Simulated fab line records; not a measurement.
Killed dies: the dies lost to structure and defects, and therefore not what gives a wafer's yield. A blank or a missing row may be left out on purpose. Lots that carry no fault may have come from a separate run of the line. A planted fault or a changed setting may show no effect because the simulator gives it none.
Struck lot and sound lot, side by side + flow n5Finfet + 16 steps out of a route of 1938
Sound: these wafers, L551.1, L551.2, L551.3. Struck: wafer L560.1 (left out: L560.6, a lot-mate that was not struck); the cause follows at the end.
Per side, at each step with rows, come the tool, then ch with its chambers, and then its first start. Under that, the readings that differ: sound wafers + struck wafers + difference of the means + sigmas: that difference in standard deviations of wafers without a fault.
alike: readings whose means differ by less than 2 such deviations, and words and numbers that are the same on both sides. not compared: withheld readings, readings that some wafer has no value for, bounds like >300 that may hide the same value, and numbers for which the record gives no deviation and whose values overlap.
The two part at a step that has a row with sigmas, a row that says differs or no value, or rows on one side only. Non-overlapping numbers with no deviation appear without sigmas and do not part them. A reading that every wafer of one side lacks parts them only if that side has two wafers or more.

N5_BEOL_M3_ETCH_41: etches SiCN in CH3F/O2, target depth 29.9 nm, time 52.5 s.
  sound: rieDiel-03 ch 0,1,2; struck: rieDiel-01 ch 2
  alike: drypumpMotorCurrentA, oesProductAu, rfVppV, showerheadPlenumPTorr, throttleValvePct
  not compared: rfHoursCounterH
N5_BEOL_M3_STRIP_97: strips in N2/H2, time 10 s.
  sound: rieDiel-03 ch 0,1,2; struck: rieDiel-01 ch 2
  alike: drypumpMotorCurrentA, oesProductAu, rfVppV, showerheadPlenumPTorr, throttleValvePct
  not compared: rfHoursCounterH
N5_BEOL_M3_OCD_MEAS_38:
  sound on ocd-01, day 9 00:19; struck on ocd-02, day 14 01:47
  alike: trenchDepthNm
then, 4 steps without rows for these wafers: N5_BEOL_M3_HM_STRIP_39 (strips TiN in peroxide tin strip, target depth 25 nm, time 158 s); N5_BEOL_M3_SRD_40 (time 30 s); N5_BEOL_M3_PRECLEAN_42 (cleans in residue remover, time 60 s); N5_BEOL_M3_SRD_43 (time 30 s).
N5_BEOL_M3_CD_MEAS_35: target cd 18 nm, target cd y 21 nm.
  sound on cdSem-02, day 9 00:29; struck on cdSem-01, day 14 01:56
  alike: cdNm
then, 1 step without rows for these wafers: N5_BEOL_M3_DEGAS_44 (time 60 s).
N5_BEOL_M3_PRE_CLEAN_45: time 30 s.
  sound on pvdSputter-02, day 9 00:43; struck on pvdSputter-02, day 14 02:15
  alike: heaterPowerW
N5_BEOL_M3_ALD_84: deposits TaN, pulse time 2 s, purge time 3 s, co reactant purge time 2 s.
  sound on aldMetal-03 ch 1,2,3, day 9 00:47; struck on aldMetal-03 ch 3, day 14 02:19
  alike: heaterPowerOuterW, heaterPowerW, mfcCarrierSccm, precursorVesselTempC
next, for these wafers, 1 step has no rows: N5_BEOL_M3_SURFACE_TREAT_85.
N5_BEOL_M3_CVD_47: deposits Co from CCTBA/H2, target thk 3 nm, time 223.8 s.
  sound on cvdCo-01 ch 0,1,2, day 9 01:11; struck on cvdCo-02 ch 0, day 14 02:38
| reading        | sound             | struck | difference | sigmas      |
|----------------|-------------------|--------|------------|-------------|
| runLengthS (s) | 246.7 247.7 246.6 | 137.5  | -109.5     | -99 or more |
N5_BEOL_M3_SPUTTER_48: material Cu, target thk 4.5 nm, time 8.29 s.
  sound on pvdSputter-01, day 9 01:26; struck on pvdSputter-01, day 14 02:57
  alike: chuckGasFlowSccm, substrateTempC, throttleValvePct
N5_BEOL_M4_RC_MEAS_101:
  sound on prober-01 ch 0, day 10 21:55; struck on prober-01 ch 0, day 15 10:29
  alike: DIBL_N, DIBL_P, IOFF_N, IOFF_P, ION_N, ION_P, SS_N, SS_P, VT_N, VT_P
-- here the record skips 5 days between the struck wafers' starts before and after, leaving off in module BEOL_M4 and picking up in module PASSIVATION (first step shown: number 1936 of the route) --
N5_PASSIVATION_PROBE_49:
  sound on prober-02, day 15 01:11; struck on prober-02, day 20 12:20
| reading                 | sound          | struck | difference | sigmas |
|-------------------------|----------------|--------|------------|--------|
| defectLimitedYield (%)  | 93.3 92.9 92.1 | 88.5   | -4.3       | -4     |
| killed_at_M0_to_M3      | 24 29 25       | 59     | +33        | +3     |
| killedDies              | 79 84 93       | 136    | +51        | +3     |
| killedOpen              | 55 50 62       | 86     | +30        | +3     |
| killedShort             | 22 34 30       | 49     | +20        | +3     |
| sort_bin_5_function (%) | 4.4 4.2 5.3    | 7.4    | +2.8       | +3     |
| sortNPass               | 1101 1096 1087 | 1044   | -51        | -3     |
| sortYieldPct (%)        | 93.3 92.9 92.1 | 88.5   | -4.3       | -4     |
  alike: killed_at_M4_up, killedAtContacts, killedAtFrontEnd, killedAtOther, sort_bin_6_memory, sort_bin_8_speed

## WHERE THEY PART
First at N5_BEOL_M3_CVD_47; last, within this record, at N5_PASSIVATION_PROBE_49.

WHY: the cause the simulator had injected
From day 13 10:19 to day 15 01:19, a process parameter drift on cvdCo-02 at N5_BEOL_M3_CVD_47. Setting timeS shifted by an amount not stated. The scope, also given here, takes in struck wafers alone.
